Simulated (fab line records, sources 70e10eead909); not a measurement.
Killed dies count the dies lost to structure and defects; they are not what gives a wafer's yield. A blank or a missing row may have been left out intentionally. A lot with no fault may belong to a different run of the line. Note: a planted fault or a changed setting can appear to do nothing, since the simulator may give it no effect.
fab line records -- flow nand-harc
[record] lots = 6, wafers = 18, last-day = 31
route steps=1302 shown A_CHANNEL_HOLE_D2@585 A_CHANNEL_FILL_D2@610 END@1302
lots that met no fault: from a run of the same line without faults
start-h: start of the lot's first displayed wafer, in hours after the record's first day -- wait-h: how many hours have passed since the lot's step before this one -- " repeats the value in the row above -- L1.1+2: several wafers, shown together as one row -- - no value, or no start given -- * or withheld: withheld -- < > ~ a bound
route shown NAME@n: NAME is a module with steps in the file, n the number in the route of the first one -- usual: average and standard deviation across the fault-free wafers -- same: alike in all rows -- chamber/n: place in a boat -- sites: the reading at each site -- _std_site: the standard deviation of these -- _edge_site: mean of outer sites minus mean of inner sites -- radius-mm: how far each site lies from the wafer's centre -- mask NAME#n: copy n -- behind: the most recent tool/chamber to have shaped the wafer -- hold: what put the lot on hold/how long, in hours/how the hold closed -- device: whichever transistor did not switch (one of n, p or np) -- end of line: the route-end tests of the same wafers -- for a step that has no rows: nothing shown but its recipe -- killed: at the first sort, the dies lost to defects and structure; wafer yield is something else -- map: a wafer's dies, marking killed ones x, the rest . and places with no die _
set.NAME: the setting as run; set.NAME@STEP: as run at that earlier step -- model.NAME: the simulator's own value behind a step, which no gauge read
lots at some steps of the route; a table a step, a row a wafer
services: a tool's chamber out of use, with start hour (start-h, from the record's first day; less than 0 if before it), hours out, and reason
[[steps]]
[step NHARC_A_CHANNEL_HOLE_D2_DESCUM_15]
[recipe] time-s = 3, o2-flow-sccm = 200, ar-flow-sccm = 0, bias-power-w = 0, chemistry = O2
[step NHARC_A_CHANNEL_HOLE_D2_ETCH_38]
[recipe] target-depth-a = 390, over-etch-frac = 0.3, time-s = 65, ion-energy-ev = 80, cf4-flow-sccm = 150, ar-flow-sccm = 0, rf-w = 300, bias-w = 100, chemistry = CF4
[usual] drypump-motor-current-A = 5.7/0.39, mfc-ar-sccm = 0.014/0.013, oes-product-au = 0.997/0.011, rf-fwd-power-W = 297.2/1.1, rf-vpp-V = 151.3/1.2, showerhead-plenum-p-Torr = 1.78/0.067, throttle-valve-pct = 13.284/0.0091
lot.wafer,tool,chamber,start-h,wait-h,drypump-motor-current-A,mfc-ar-sccm,oes-product-au,rf-fwd-power-W,rf-hours-counter-h,rf-vpp-V,showerhead-plenum-p-Torr,throttle-valve-pct
L114.1,rie-diel-05,3,309.57,0.1,5.5,0.024,1.008,295.7,4.4,150.2,1.75,13.283
L114.4,rie-diel-05,0,309.57,0.1,5.5,0,1.005,297.2,-,150.6,1.74,13.304
L114.5,rie-diel-05,3,309.57,0.1,5.5,0.024,1.009,296.8,-,150.5,1.75,13.290
L113.1,rie-diel-01,2,309.70,0.1,5.5,0.022,0.979,296.8,5.9,150.6,1.73,13.283
L113.3,rie-diel-01,3,309.70,0.1,6.1,0.037,0.994,297.5,5.9,150.8,1.70,13.275
L113.5,rie-diel-01,1,309.70,0.1,5.8,0,0.987,297.2,-,151.9,1.78,13.292
L119.1,rie-diel-10,2,359.86,0.1,5.4,0.012,1.010,296.2,3.4,151.7,1.86,13.290
L119.4,rie-diel-10,3,359.86,0.1,6.0,0.023,0.994,297.4,4.2,152.0,1.86,13.294
L119.6,rie-diel-10,1,359.86,0.1,5.2,0,1.005,295.4,-,150.3,1.74,13.283
L122.2,rie-diel-10,0,384.48,0.1,5.4,0.023,0.997,297.3,6.7,149.1,1.67,13.294
L122.5,rie-diel-10,0,384.48,0.1,5.4,0.023,0.992,296.3,-,149.5,1.67,13.273
L122.4,rie-diel-10,1,384.48,0.1,5.3,0,1.000,297.3,-,152.1,1.73,13.282
L128.2,rie-diel-01,1,453.91,0.1,5.8,0,1.002,297.9,4.1,151.3,1.78,13.291
L128.6,rie-diel-01,3,453.91,0.1,6.2,0.037,0.996,296.6,-,150.3,1.70,13.269
L128.5,rie-diel-01,0,453.91,0.1,5.2,0,0.998,298.0,-,154.2,1.87,13.278
L129.1,rie-diel-01,1,464.13,0.1,5.8,0,1.003,298.0,4.5,151.7,1.78,13.278
L129.4,rie-diel-01,0,464.13,0.1,5.2,0,1.001,296.0,4.6,150.8,1.87,13.274
L129.6,rie-diel-01,2,464.13,0.1,5.5,0.022,0.981,298.7,-,151.5,1.73,13.277
[step NHARC_A_CHANNEL_HOLE_D2_ETCH_39]
[recipe] target-depth-a = 2600, over-etch-frac = 0.3, time-s = 325, ion-energy-ev = 200, n2-flow-sccm = 150, h2-flow-sccm = 150, ar-flow-sccm = 0, rf-w = 400, bias-w = 150, chemistry = N2/H2
[step NHARC_A_CHANNEL_HOLE_D2_ETCH_34]
[recipe] target-depth-a = 1540, time-s = 77, cf4-flow-sccm = 100, chf3-flow-sccm = 30, ar-flow-sccm = 0, rf-w = 500, bias-w = 200, chemistry = CF4/CHF3
[usual] drypump-motor-current-A = 5.7/0.39, mfc-ar-sccm = 0.013/0.012, oes-product-au = 0.961/0.017, rf-fwd-power-W = 495.7/1.8, rf-vpp-V = 371.0/2.2, showerhead-plenum-p-Torr = 1.58/0.062, throttle-valve-pct = 16.803/0.0077
lot.wafer,tool,chamber,start-h,wait-h,drypump-motor-current-A,mfc-ar-sccm,oes-product-au,rf-fwd-power-W,rf-hours-counter-h,rf-vpp-V,showerhead-plenum-p-Torr,throttle-valve-pct
L114.1,rie-diel-05,1,-,-,6.5,0.018,0.972,494.6,4.8,372.2,1.61,16.810
L114.4,rie-diel-05,1,-,-,6.5,0.018,0.968,495.5,-,372.1,1.61,16.786
L114.5,rie-diel-05,3,-,-,5.6,0.024,0.964,493.7,-,369.7,1.56,16.802
L113.3,rie-diel-01,0,-,-,5.3,0,0.964,495.9,5.9,373.5,1.66,16.803
L113.1,rie-diel-01,2,-,-,5.5,0.022,0.940,495.3,6.0,368.7,1.54,16.809
L113.5,rie-diel-01,0,-,-,5.3,0,0.977,495.4,-,375.6,1.66,16.787
L119.4,rie-diel-10,1,-,-,5.3,0,0.987,495.9,3.5,369.4,1.54,16.804
L119.1,rie-diel-10,0,-,-,5.4,0.023,0.968,495.2,4.4,366.7,1.48,16.803
L119.6,rie-diel-10,2,-,-,5.4,0.012,0.973,496.3,-,372.7,1.65,16.807
L122.2,rie-diel-10,0,-,-,5.4,0.023,0.945,493.7,7.0,367.1,1.48,16.804
L122.4,rie-diel-10,0,-,-,5.4,0.023,0.943,493.5,-,367.5,1.48,16.809
L122.5,rie-diel-10,1,-,-,5.2,0,0.970,494.3,-,370.2,1.54,16.807
L128.2,rie-diel-01,3,-,-,6.2,0.037,0.975,497.4,4.2,368.1,1.51,16.805
L128.5,rie-diel-01,3,-,-,6.1,0.037,0.964,496.7,-,369.1,1.51,16.809
L128.6,rie-diel-01,0,-,-,5.2,0,0.970,494.6,-,372.9,1.66,16.806
L129.4,rie-diel-01,0,-,-,5.2,0,0.928,495.2,4.8,374.5,1.66,16.806
L129.1,rie-diel-01,3,-,-,6.1,0.037,0.920,495.0,4.9,368.0,1.51,16.798
L129.6,rie-diel-01,0,-,-,5.2,0,0.917,497.2,-,374.3,1.66,16.794
[step NHARC_A_CHANNEL_HOLE_D2_ETCH_16]
[recipe] target-depth-a = 31000, over-etch-frac = 0.3, time-s = 806, ion-energy-ev = 150, o2-flow-sccm = 400, cos-flow-sccm = 20, ar-flow-sccm = 0, rf-w = 500, bias-w = 300, chemistry = O2/COS
[step NHARC_A_CHANNEL_HOLE_D2_CD_MEAS_18]
[usual] cd-nm = 99.7/2.4
lot.wafer,tool,chamber,start-h,wait-h,cd-nm
L113.1,cd-sem-02,-,310.72,-,98.6
L113.3,cd-sem-02,-,310.72,-,95.4
L113.5,cd-sem-02,-,310.72,-,98.0
L114.1,cd-sem-01,-,310.79,-,98.1
L114.4,cd-sem-01,-,310.79,-,99.0
L114.5,cd-sem-01,-,310.79,-,103.3
L119.1,cd-sem-03,-,360.87,-,96.5
L119.4,cd-sem-03,-,360.87,-,97.4
L119.6,cd-sem-03,-,360.87,-,96.2
L122.2,cd-sem-01,-,385.70,-,99.5
L122.4,cd-sem-01,-,385.70,-,96.7
L122.5,cd-sem-01,-,385.70,-,98.0
L128.2,cd-sem-02,-,454.93,-,101.9
L128.5,cd-sem-02,-,454.93,-,99.7
L128.6,cd-sem-02,-,454.93,-,104.3
L129.1,cd-sem-02,-,465.15,-,101.6
L129.4,cd-sem-02,-,465.15,-,98.5
L129.6,cd-sem-02,-,465.15,-,102.1
[step NHARC_A_CHANNEL_HOLE_D2_ETCH_19]
[recipe] bias-v = 1200, source-w = 2500, pressure-mtorr = 15, time-s = 34.5, ar-flow-sccm = 375, c4f8-flow-sccm = 28.8, o2-flow-sccm = 96.2, temp-c = -20, target-depth-a = *, chemistry = C4F8/O2/Ar
[step NHARC_A_CHANNEL_HOLE_D2_ETCH_20]
[recipe] bias-v = 3000, source-w = withheld, pressure-mtorr = 20, time-s = 361.9, ar-flow-sccm = 375, c4f8-flow-sccm = 89.3, o2-flow-sccm = 35.7, temp-c = -20, target-depth-a = 16000, chemistry = C4F8/O2/Ar
[step NHARC_A_CHANNEL_HOLE_D2_ETCH_21]
[recipe] bias-v = 3000, source-w = withheld, pressure-mtorr = 20, time-s = 514.3, ar-flow-sccm = 375, c4f8-flow-sccm = 89.3, o2-flow-sccm = 35.7, temp-c = -20, target-depth-a = 16000, chemistry = C4F8/O2/Ar
[usual] drypump-motor-current-A = 5.9/0.62, mfc-ar-sccm = 375.0/1.1, showerhead-plenum-p-Torr = 3.67/0.12, throttle-valve-pct = 32.154/0.0088
lot.wafer,tool,chamber,start-h,wait-h,drypump-motor-current-A,mfc-ar-sccm,rf-hours-counter-h,showerhead-plenum-p-Torr,throttle-valve-pct
L114.1,har-etch-01,1,311.29,0.3,6.8,374.0,161,3.70,32.159
L114.4,har-etch-01,0,311.29,0.3,5.6,374.3,-,3.59,32.158
L114.5,har-etch-01,0,311.29,0.3,5.6,373.2,-,3.59,32.143
L113.1,har-etch-02,0,311.29,0.3,5.7,376.9,365,3.73,32.149
L113.3,har-etch-02,1,311.29,0.3,5.2,375.8,-,3.56,32.176
L113.5,har-etch-02,1,311.29,0.3,5.2,374.2,-,3.56,32.157
L119.1,har-etch-01,0,361.45,0.3,5.7,374.6,187,3.57,32.132
L119.4,har-etch-01,0,361.45,0.3,5.6,376.7,-,3.57,32.158
L119.6,har-etch-01,0,361.45,0.3,5.6,374.0,-,3.57,32.142
L122.2,har-etch-01,1,390.11,0.3,6.8,376.5,214,3.67,32.160
L122.4,har-etch-01,1,390.11,0.3,6.8,376.3,-,3.67,32.149
L122.5,har-etch-01,1,390.11,0.3,6.8,374.4,-,3.67,32.148
L128.2,har-etch-02,0,455.91,0.3,5.8,375.3,35,3.69,32.138
L128.5,har-etch-02,0,455.91,0.3,5.8,375.4,-,3.69,32.158
L128.6,har-etch-02,1,455.91,0.3,5.2,375.3,-,3.91,32.146
L129.1,har-etch-02,0,466.13,0.3,5.8,375.7,42,3.68,32.152
L129.4,har-etch-02,0,466.13,0.3,5.8,374.8,-,3.68,32.146
L129.6,har-etch-02,1,466.13,0.3,5.2,375.3,-,3.91,32.135
[step NHARC_A_CHANNEL_HOLE_D2_ETCH_22]
[recipe] bias-v = 3000, source-w = withheld, pressure-mtorr = 20, time-s = 666.7, ar-flow-sccm = 375, c4f8-flow-sccm = 89.3, o2-flow-sccm = 35.7, temp-c = -20, target-depth-a = 16000, chemistry = C4F8/O2/Ar
[step NHARC_A_CHANNEL_HOLE_D2_ETCH_23]
[recipe] bias-v = 5000, source-w = withheld, pressure-mtorr = 20, time-s = 819, ar-flow-sccm = 375, c4f8-flow-sccm = 89.3, o2-flow-sccm = 35.7, temp-c = -20, target-depth-a = 16000, chemistry = C4F8/O2/Ar
[step NHARC_A_CHANNEL_HOLE_D2_ETCH_24]
[recipe] bias-v = 5000, source-w = withheld, pressure-mtorr = 20, time-s = 906.2, ar-flow-sccm = 375, c4f8-flow-sccm = 93.8, o2-flow-sccm = 31.2, temp-c = -20, target-depth-a = 15000, chemistry = C4F8/O2/Ar
[step NHARC_A_CHANNEL_HOLE_D2_ETCH_25]
[recipe] bias-v = 5000, source-w = withheld, pressure-mtorr = 20, time-s = 1040.2, ar-flow-sccm = 375, c4f8-flow-sccm = 93.8, o2-flow-sccm = 31.2, temp-c = -20, target-depth-a = 15000, chemistry = C4F8/O2/Ar
[usual] drypump-motor-current-A = 5.9/0.62, mfc-ar-sccm = 375.0/1.1, showerhead-plenum-p-Torr = 3.66/0.12, throttle-valve-pct = 32.235/0.011
lot.wafer,tool,chamber,start-h,wait-h,drypump-motor-current-A,mfc-ar-sccm,rf-hours-counter-h,showerhead-plenum-p-Torr,throttle-valve-pct
L114.1,har-etch-01,1,313.78,0.6,6.8,372.3,163,3.69,32.223
L114.4,har-etch-01,0,313.78,0.6,5.6,376.2,-,3.58,32.241
L114.5,har-etch-01,0,313.78,0.6,5.6,375.7,-,3.58,32.242
L113.1,har-etch-02,0,313.83,0.7,5.8,376.3,367,3.72,32.243
L113.3,har-etch-02,1,313.83,0.7,5.1,376.6,-,3.55,32.237
L113.5,har-etch-02,1,313.83,0.7,5.1,376.2,-,3.55,32.240
L119.1,har-etch-01,0,363.98,0.7,5.6,376.8,190,3.57,32.232
L119.4,har-etch-01,0,363.98,0.7,5.6,376.1,-,3.57,32.225
L119.6,har-etch-01,0,363.98,0.7,5.6,376.0,-,3.57,32.214
L122.2,har-etch-01,1,392.58,0.6,6.8,376.1,216,3.66,32.237
L122.4,har-etch-01,1,392.58,0.6,6.8,373.6,-,3.66,32.214
L122.5,har-etch-01,1,392.58,0.6,6.8,374.2,-,3.66,32.233
L128.2,har-etch-02,0,458.39,0.6,5.8,375.4,37,3.68,32.237
L128.5,har-etch-02,0,458.39,0.6,5.8,374.4,-,3.68,32.255
L128.6,har-etch-02,1,458.39,0.6,5.1,376.6,-,3.91,32.215
L129.1,har-etch-02,0,468.69,0.7,5.7,375.2,45,3.68,32.244
L129.4,har-etch-02,0,468.69,0.7,5.7,374.3,-,3.68,32.238
L129.6,har-etch-02,1,468.69,0.7,5.1,375.6,-,3.90,32.230
[step NHARC_A_CHANNEL_HOLE_D2_ETCH_26]
[recipe] bias-v = 300, source-w = 2000, pressure-mtorr = 30, time-s = 224.1, ar-flow-sccm = 375, c4f8-flow-sccm = 11.4, o2-flow-sccm = 113.6, temp-c = -20, target-depth-a = 3000, chemistry = C4F8/O2/Ar
[step NHARC_A_CHANNEL_HOLE_D2_ETCH_27]
[recipe] bias-v = 400, source-w = 2000, pressure-mtorr = 25, time-s = 90, ar-flow-sccm = 375, c4f8-flow-sccm = 41.7, o2-flow-sccm = 83.3, temp-c = -20, target-depth-a = 4000, chemistry = C4F8/O2/Ar
[usual] drypump-motor-current-A = 5.9/0.62, mfc-ar-sccm = 375.0/1, rf-fwd-power-W = 1984/5.9, showerhead-plenum-p-Torr = 3.71/0.12, throttle-valve-pct = 27.620/0.0084
lot.wafer,tool,chamber,start-h,wait-h,drypump-motor-current-A,mfc-ar-sccm,rf-fwd-power-W,rf-hours-counter-h,showerhead-plenum-p-Torr,throttle-valve-pct
L113.1,har-etch-02,0,314.80,0.2,5.8,376.1,1975,368,3.77,27.637
L113.3,har-etch-02,1,314.80,0.2,5.1,375.0,1977,-,3.59,27.617
L113.5,har-etch-02,1,314.80,0.2,5.2,373.7,1982,-,3.59,27.619
L114.1,har-etch-01,1,314.85,0.2,6.8,374.0,1987,164,3.73,27.631
L114.4,har-etch-01,0,314.85,0.2,5.6,374.2,1983,-,3.62,27.610
L114.5,har-etch-01,0,314.85,0.2,5.6,373.8,1979,-,3.62,27.613
L119.1,har-etch-01,0,364.94,0.2,5.6,373.6,1980,191,3.61,27.616
L119.4,har-etch-01,0,364.94,0.2,5.6,375.4,1994,-,3.61,27.619
L119.6,har-etch-01,0,364.94,0.2,5.6,373.8,1987,-,3.60,27.621
L122.2,har-etch-01,1,393.66,0.2,6.8,373.5,1979,217,3.70,27.617
L122.4,har-etch-01,1,393.66,0.2,6.8,374.3,1978,-,3.70,27.608
L122.5,har-etch-01,1,393.66,0.2,6.8,374.9,1981,-,3.70,27.615
L128.2,har-etch-02,0,459.48,0.2,5.8,375.9,1976,38,3.73,27.613
L128.5,har-etch-02,0,459.48,0.2,5.8,375.8,1985,-,3.73,27.631
L128.6,har-etch-02,1,459.48,0.2,5.1,374.8,1983,-,3.96,27.627
L129.1,har-etch-02,0,469.64,0.2,5.8,372.1,1980,46,3.72,27.618
L129.4,har-etch-02,0,469.64,0.2,5.7,374.3,1972,-,3.72,27.618
L129.6,har-etch-02,1,469.64,0.2,5.2,373.6,1983,-,3.95,27.623
[step NHARC_A_CHANNEL_HOLE_D2_STRIP_41]
[recipe] n2-flow-sccm = 150, h2-flow-sccm = 150, ar-flow-sccm = 0, bias-w = 0, chemistry = N2/H2
[step NHARC_A_CHANNEL_HOLE_D2_STRIP_42]
[recipe] cf4-flow-sccm = 100, chf3-flow-sccm = 30, ar-flow-sccm = 0, bias-w = 0, chemistry = CF4/CHF3
[step NHARC_A_CHANNEL_HOLE_D2_STRIP_43]
[recipe] o2-flow-sccm = 400, cos-flow-sccm = 20, ar-flow-sccm = 0, bias-w = 0, chemistry = O2/COS
[step NHARC_A_CHANNEL_HOLE_D2_ETCH_44]
[recipe] target-depth-a = 1400, overetch-a = 140, time-s = 77, ion-energy-ev = 100, cf4-flow-sccm = 80, o2-flow-sccm = 20, ar-flow-sccm = 0, rf-w = 300, bias-w = 100, chemistry = CF4/O2
[step NHARC_A_CHANNEL_HOLE_D2_STRIP_28]
[recipe] o2-flow-sccm = 500, ar-flow-sccm = 0, bias-w = 0, chemistry = O2
[usual] drypump-motor-current-A = 5.7/0.36, mfc-ar-sccm = 0.014/0.013, oes-product-au = 0.997/0.01, rf-vpp-V = 57.8/0.87, showerhead-plenum-p-Torr = 3.55/0.14, throttle-valve-pct = 17.037/0.009
lot.wafer,tool,chamber,start-h,wait-h,drypump-motor-current-A,mfc-ar-sccm,oes-product-au,rf-hours-counter-h,rf-vpp-V,showerhead-plenum-p-Torr,throttle-valve-pct
L113.3,rie-diel-01,2,-,-,5.5,0.022,0.987,6.3,58.7,3.45,17.017
L113.1,rie-diel-01,3,-,-,6.2,0.037,0.993,6.3,58.1,3.39,17.034
L113.5,rie-diel-01,2,-,-,5.5,0.022,0.984,-,56.7,3.45,17.044
L114.1,rie-diel-10,2,-,-,5.4,0.012,1.003,1.9,57.9,3.70,17.033
L114.4,rie-diel-10,0,-,-,5.5,0.023,0.999,2.3,56.8,3.32,17.043
L114.5,rie-diel-10,2,-,-,5.4,0.012,1.010,-,57.7,3.70,17.018
L119.4,rie-diel-01,1,-,-,5.7,0,1.002,8.6,58.2,3.56,17.041
L119.1,rie-diel-01,3,-,-,6.1,0.037,0.984,7.3,57.4,3.39,17.052
L119.6,rie-diel-01,1,-,-,5.8,0,1.004,-,57.4,3.56,17.037
L122.4,rie-diel-10,0,-,-,5.5,0.023,0.975,8.2,57.8,3.32,17.029
L122.2,rie-diel-10,1,-,-,5.2,0,0.994,7.6,57.9,3.46,17.026
L122.5,rie-diel-10,0,-,-,5.5,0.023,0.984,-,56.7,3.32,17.042
L128.2,rie-diel-05,0,-,-,5.5,0,0.996,2.5,57.9,3.47,17.048
L128.6,rie-diel-05,1,-,-,6.6,0.018,0.997,-,58.3,3.60,17.040
L128.5,rie-diel-05,2,-,-,6.1,0.000,0.991,-,58.0,3.76,17.036
L129.1,rie-diel-01,0,-,-,5.2,0,0.997,5.3,57.2,3.72,17.060
L129.4,rie-diel-01,3,-,-,6.2,0.037,0.989,5.5,56.5,3.39,17.036
L129.6,rie-diel-01,1,-,-,5.8,0,1.004,-,57.6,3.55,17.045
[step NHARC_A_CHANNEL_HOLE_D2_PRECLEAN_29]
[recipe] time-s = *, temp-c = 50, bath-age-min = 0, chemistry = SC1
[step NHARC_A_CHANNEL_HOLE_D2_SRD_30]
[step NHARC_A_CHANNEL_HOLE_D2_CD_MEAS_31]
[usual] cd-nm = 89.3/1.1
lot.wafer,tool,chamber,start-h,wait-h,cd-nm
L113.1,cd-sem-03,-,316.31,-,89.0
L113.3,cd-sem-03,-,316.31,-,88.8
L113.5,cd-sem-03,-,316.31,-,89.6
L114.1,cd-sem-01,-,316.40,-,88.2
L114.4,cd-sem-01,-,316.40,-,89.4
L114.5,cd-sem-01,-,316.40,-,89.9
L119.1,cd-sem-02,-,366.45,-,88.0
L119.4,cd-sem-02,-,366.45,-,89.3
L119.6,cd-sem-02,-,366.45,-,88.6
L122.2,cd-sem-03,-,395.20,-,89.3
L122.4,cd-sem-03,-,395.20,-,89.1
L122.5,cd-sem-03,-,395.20,-,89.8
L128.2,cd-sem-01,-,461.03,-,90.2
L128.5,cd-sem-01,-,461.03,-,90.1
L128.6,cd-sem-01,-,461.03,-,90.7
L129.1,cd-sem-02,-,471.16,-,91.8
L129.4,cd-sem-02,-,471.16,-,90.6
L129.6,cd-sem-02,-,471.16,-,89.8
[step NHARC_A_CHANNEL_HOLE_D2_XSEM_32]
[recipe] landing-energy-ev = 35000
[step NHARC_A_CHANNEL_HOLE_D2_INSPECT_40]
[usual] raw-defect-count = 300/100
lot.wafer,tool,chamber,start-h,wait-h,raw-defect-count
L113.1,defect-inspect-01,-,316.50,-,258
L113.3,defect-inspect-01,-,316.50,-,367
L113.5,defect-inspect-01,-,316.50,-,277
L114.1,defect-inspect-02,-,316.58,-,275
L114.4,defect-inspect-02,-,316.58,-,477
L114.5,defect-inspect-02,-,316.58,-,272
L119.1,defect-inspect-02,-,366.64,-,198
L119.4,defect-inspect-02,-,366.64,-,166
L119.6,defect-inspect-02,-,366.64,-,292
L122.2,defect-inspect-02,-,395.39,-,226
L122.4,defect-inspect-02,-,395.39,-,254
L122.5,defect-inspect-02,-,395.39,-,380
L128.2,defect-inspect-01,-,461.21,-,1023
L128.5,defect-inspect-01,-,461.21,-,1051
L128.6,defect-inspect-01,-,461.21,-,1147
L129.1,defect-inspect-01,-,471.35,-,1120
L129.4,defect-inspect-01,-,471.35,-,980
L129.6,defect-inspect-01,-,471.35,-,1044
[step NHARC_A_CHANNEL_FILL_D2_PRECLEAN_00]
[recipe] time-s = *, temp-c = 50, bath-age-min = 0, chemistry = SC1
[step NHARC_END_SORT_01]
[recipe] temp-c = 25
[usual] killed-at-array = 55/23, killed-at-other = 1.0/1.2, killed-at-periphery = 3.2/2.7, killed-dies = 59/23, killed-open = 3.1/1.6, killed-short = 2.2/1.5
[same] gross-dies = 677
lot.wafer,tool,chamber,start-h,wait-h,killed-at-array,killed-at-other,killed-at-periphery,killed-dies,killed-open,killed-short
L119.1,prober-01,0,623.88,2.5,30,0,6,36,3,2
L119.4,prober-01,0,626.30,3.4,35,1,8,44,5,0
L119.6,prober-01,0,627.91,4.0,28,1,5,34,6,2
L128.2,prober-01,0,735.78,2.8,119,0,1,120,1,1
L128.5,prober-01,0,738.18,3.7,113,0,1,114,2,1
L128.6,prober-01,0,738.98,4.0,143,0,1,144,0,5
L129.1,prober-02,0,744.29,2.5,128,0,4,132,3,3
L129.4,prober-02,0,746.67,3.4,133,1,8,142,5,3
L129.6,prober-02,0,748.26,4.0,133,0,6,139,2,2
// killed by level:class
L119.1 A_CHANNEL_HOLE_D2:chamber-film-flake=12 A_CONTACT:chamber-film-flake=5 P_STI:chamber-film-flake=4 A_WL_FILL:chamber-film-flake=3 A_ONON_D1:geometric-particle:short=1 A_CHANNEL_FILL_D1:geometric-particle:short=1 A_CHANNEL_FILL_D1:geometric-particle:open=1 A_CHANNEL_HOLE_D2:geometric-particle:open=1
L119.4 A_CHANNEL_HOLE_D2:chamber-film-flake=15 P_STI:chamber-film-flake=4 A_CHANNEL_HOLE_D1:chamber-film-flake=4 A_CHANNEL_FILL_D1:chamber-film-flake=4 A_WL_FILL:chamber-film-flake=3 A_CONTACT:chamber-film-flake=3 A_SLIT:chamber-film-flake=2 P_GATE:geometric-particle:open=1
L119.6 A_CHANNEL_HOLE_D2:chamber-film-flake=7 A_CHANNEL_HOLE_D1:chamber-film-flake=3 A_CHANNEL_FILL_D1:chamber-film-flake=3 A_WL_FILL:chamber-film-flake=3 A_CONTACT:chamber-film-flake=3 P_STI:chamber-film-flake=2 A_STAIRCASE:chamber-film-flake=2 P_M0:geometric-particle:open=1
L128.2 A_CHANNEL_HOLE_D2:unspecified=85 A_SLIT:chamber-film-flake=18 A_CHANNEL_HOLE_D1:chamber-film-flake=5 A_STAIRCASE:chamber-film-flake=5 A_CONTACT:chamber-film-flake=4 A_CHANNEL_HOLE_D1:geometric-particle:open=1 A_CHANNEL_FILL_D1:geometric-particle:short=1 P_GATE:chamber-film-flake=1
L128.5 A_CHANNEL_HOLE_D2:unspecified=76 A_SLIT:chamber-film-flake=19 A_CHANNEL_HOLE_D1:chamber-film-flake=7 A_STAIRCASE:chamber-film-flake=4 A_CONTACT:chamber-film-flake=3 A_CHANNEL_FILL_D1:geometric-particle:open=1 A_SGD_CUT:geometric-particle:short=1 A_CONTACT:geometric-particle:open=1
L128.6 A_CHANNEL_HOLE_D2:unspecified=98 A_SLIT:chamber-film-flake=25 A_CHANNEL_HOLE_D1:chamber-film-flake=5 A_STAIRCASE:chamber-film-flake=5 A_DECK1_JOINT:chamber-film-flake=3 A_CONTACT:chamber-film-flake=3 P_CONTACT:geometric-particle:short=1 A_ONON_D1:geometric-particle:short=1
L129.1 A_CHANNEL_HOLE_D2:unspecified=90 A_SLIT:chamber-film-flake=20 A_CHANNEL_HOLE_D1:chamber-film-flake=9 A_STAIRCASE:chamber-film-flake=2 P_GATE:geometric-particle:open=1 P_M0:geometric-particle:short=1 A_ONON_D1:geometric-particle:short=1 A_ONON_D1:geometric-particle:open=1
L129.4 A_CHANNEL_HOLE_D2:unspecified=92 A_SLIT:chamber-film-flake=25 P_BONDPAD:chamber-film-flake=3 A_CHANNEL_HOLE_D1:chamber-film-flake=3 P_GATE:chamber-film-flake=2 P_M1:chamber-film-flake=2 A_STAIRCASE:chamber-film-flake=2 P_GATE:geometric-particle:open=1
L129.6 A_CHANNEL_HOLE_D2:unspecified=91 A_SLIT:chamber-film-flake=29 A_CHANNEL_HOLE_D1:chamber-film-flake=5 P_M1:chamber-film-flake=4 A_ONON_D1:geometric-particle:short=1 A_CHANNEL_HOLE_D2:geometric-particle:open=1 A_CHANNEL_FILL_D2:geometric-particle:open=1 A_WL_FILL:geometric-particle:short=1
// map L128.6 (x killed, . not)
____________.____________
_________......._________
_______..........._______
______x..........x.______
_____.........x....._____
____..........xx.xx..____
____........xxxxxxx..____
___.........xxxxx..x..___
___........xxxxxxxxxx.___
__..........xxxxxxxx...__
__........xxxxxxxxx....__
_.........xxxxxxxxxxx..._
_.........xxxxxxxxxx...._
_...x.....xxxxxxxxxx...._
_...........xxxxxx......_
_...........xxxxxxx....._
..........x..xxxxxx......
........x.....xxx........
............xxxxxx.......
.......xx......x.........
............x............
_......................._
_...............x......._
_......................._
_.x....................._
_..x..xx................_
__.xx..x..............x__
__xxx.xx...........x...__
___xxx................___
___xxxxx..............___
____xx.x.x...........____
____x.xx.............____
_____x.............._____
______.............______
_______..........._______
_________......._________
____________.____________
// map L129.4 (x killed, . not)
____________.____________
_________......._________
_______..........._______
______.....x.......______
_____..............._____
____............x....____
____.................____
___...................___
___............x....x.___
__..x.x................__
__.....................__
_x......x..............._
_.........x..x.........._
_......................._
_......................._
_.x.x..................._
.........................
....x....................
....x.......x............
..............xx.........
...x.....x..x..xx.......x
_............x.xxx......_
_..........xxxxxxxxx...._
_.........xxxxxxxx......_
_.........xxxxxxxxxx.x.._
_...x......xxxxxxxxx...._
__.....x..xxxxxxxxxx...__
__.........xxxxxxxxx...__
___........xxxxxxxxx.x___
___.......x.xxxxxx.x..___
____......x.xxxxxx.x.____
____........xxxxxx...____
_____...x..xxxxxx..._____
______....xxxxxxx..______
_______...xxxxxxxx_______
_________....xxx_________
____________.____________
[[services]]
tool,chamber,start-h,hours,kind
rie-diel-01,0,286.41,-,clean
rie-diel-01,1,286.41,-,clean
rie-diel-01,2,286.41,-,clean
rie-diel-01,3,286.41,-,clean
rie-diel-05,2,309.38,6.5,repair
rie-diel-01,0,310.98,-,clean
rie-diel-01,1,310.98,-,clean
rie-diel-01,2,310.98,-,clean
rie-diel-01,3,310.98,-,clean
rie-diel-01,3,319.09,25.3,repair
rie-diel-01,1,320.48,6.3,repair
rie-diel-10,1,327.78,4.2,repair
rie-diel-01,0,335.48,-,clean
rie-diel-01,2,375.48,1.9,repair
har-etch-02,-,380.15,17.0,pm
rie-diel-10,2,380.71,5.5,repair
rie-diel-01,2,380.91,2.3,repair
rie-diel-01,-,380.91,9.0,pm
rie-diel-05,3,400.65,10.1,repair
rie-diel-05,-,406.60,9.0,pm
rie-diel-10,-,419.50,9.0,pm
rie-diel-01,0,430.54,1.4,repair
har-etch-01,-,449.83,4.8,repair
rie-diel-10,1,450.74,1.6,repair
[[key]]
[first-sign] step = NHARC_A_CHANNEL_HOLE_D2_INSPECT_40, reading = raw-defect-count, direction = up, sigmas = 7.5, usual = 300, struck = 1061
[effect] step = NHARC_END_SORT_01, reading = killed-at-array, direction = up, sigmas = 3.2, usual = 55, struck = 128
[more-kills-born-at] NHARC_A_CHANNEL_HOLE_D2_ETCH_25@har-etch-02 = 463
met-at NHARC_A_CHANNEL_HOLE_D2_ETCH_25
struck-wafers L128.2,L128.5,L128.6,L129.1,L129.4,L129.6
tester-left-out L128,L129
onset-between 313.83 458.39
also-fits time
[fault] kind = chamber-particle-source, tool = har-etch-02, chamber = -, onset-h = 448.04, steps = NHARC_A_CHANNEL_HOLE_D2_ETCH_25, rate-per-visit-cm2 = 1.2572, end-h = 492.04
// tester-left-out: of these lots the tester's yield and bins aren't shown, on N5 and GAA mostly nor the transistor test; their killed dies are dies lost to structure and defects alone, not to doping, threshold or leakage, so they don't give the yield
